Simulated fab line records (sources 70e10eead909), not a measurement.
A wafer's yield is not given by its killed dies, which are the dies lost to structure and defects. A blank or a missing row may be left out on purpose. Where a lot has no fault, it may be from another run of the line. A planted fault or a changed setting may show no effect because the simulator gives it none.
Which tool is to blame? | flow nand-harc | Sampling: 6 lots, 18 wafers, 3 of 1159 route steps

== WHAT THE GAUGES SHOWED, per wafer ==
NHARC_A_M1_INSPECT_11.
lot  | measured     | on                | raw-defect-count
L470 | day 18 01:29 | defect-inspect-02 | 28 43 39
L471 | day 18 06:28 | defect-inspect-01 | 23 15 15
L475 | day 20 01:22 | defect-inspect-01 | 52 33 49
L478 | day 20 22:11 | defect-inspect-01 | 15 16 13
L481 | day 21 02:59 | defect-inspect-01 | 549 505 528
L484 | day 22 08:41 | defect-inspect-02 | 519 501 506

== WHAT TOOL EACH LOT RAN ON (gives the tool, then ch and the chambers of the sampled wafers, and finally the start) ==
lot  | NHARC_A_BLC_ALD_23                  | NHARC_A_M0_PRE_CLEAN_31
L470 | ald-metal-02 ch 0,2, day 17 19:12   | pecvd-02 ch 0,1, day 18 00:03
L471 | ald-metal-02 ch 1,2, day 17 23:50   | pecvd-02 ch 0,1,2, day 18 05:10
L475 | ald-metal-01 ch 0,1,3, day 19 19:06 | pecvd-04 ch 0,1, day 19 23:54
L478 | ald-metal-04 ch 1,3, day 20 13:28   | pecvd-04 ch 0,2, day 20 20:03
L481 | ald-metal-01 ch 0,1,2, day 20 19:44 | pecvd-04 ch 1,2, day 21 01:35
L484 | ald-metal-01 ch 0,3, day 22 02:22   | pecvd-04 ch 1,2, day 22 07:17
- NHARC_A_BLC_ALD_23: deposits TiN, target thk 3 nm, pulse time 1 s, ald cycles 150.
- NHARC_A_M0_PRE_CLEAN_31: time 12 s.

== THE ANSWER, worked out from the rows above alone ==
Rule: usual is defined by the lots themselves. The widest of any qualifying gaps counts: lots, ordered by their means at a reading, are off when they make up no more than a third of the lots, leave a main group of 4 or more, and stand apart from it by 3 or more times the standard deviation of that group's means. A main group is skipped when, at the precision printed for the reading in the tables above, its means are all equal. A lot without any number at a reading at which 4 lots or more have one is off too. Any other lot the step has rows for is counted as sound.
Off, at NHARC_A_M1_INSPECT_11 on raw-defect-count: L481, L484. For the main group the mean is 28 and the standard deviation 13.
If a tool, at a process step before that reading, ran all the lots that are off and no sound lot after the first of them, it fits. The gauges at NHARC_A_M1_INSPECT_11 are tried like those tools. Can't be told from this: 2 tools fit, ald-metal-01 at NHARC_A_BLC_ALD_23, pecvd-04 at NHARC_A_M0_PRE_CLEAN_31.

== WHAT WAS PUT IN BY THE SIMULATOR ==
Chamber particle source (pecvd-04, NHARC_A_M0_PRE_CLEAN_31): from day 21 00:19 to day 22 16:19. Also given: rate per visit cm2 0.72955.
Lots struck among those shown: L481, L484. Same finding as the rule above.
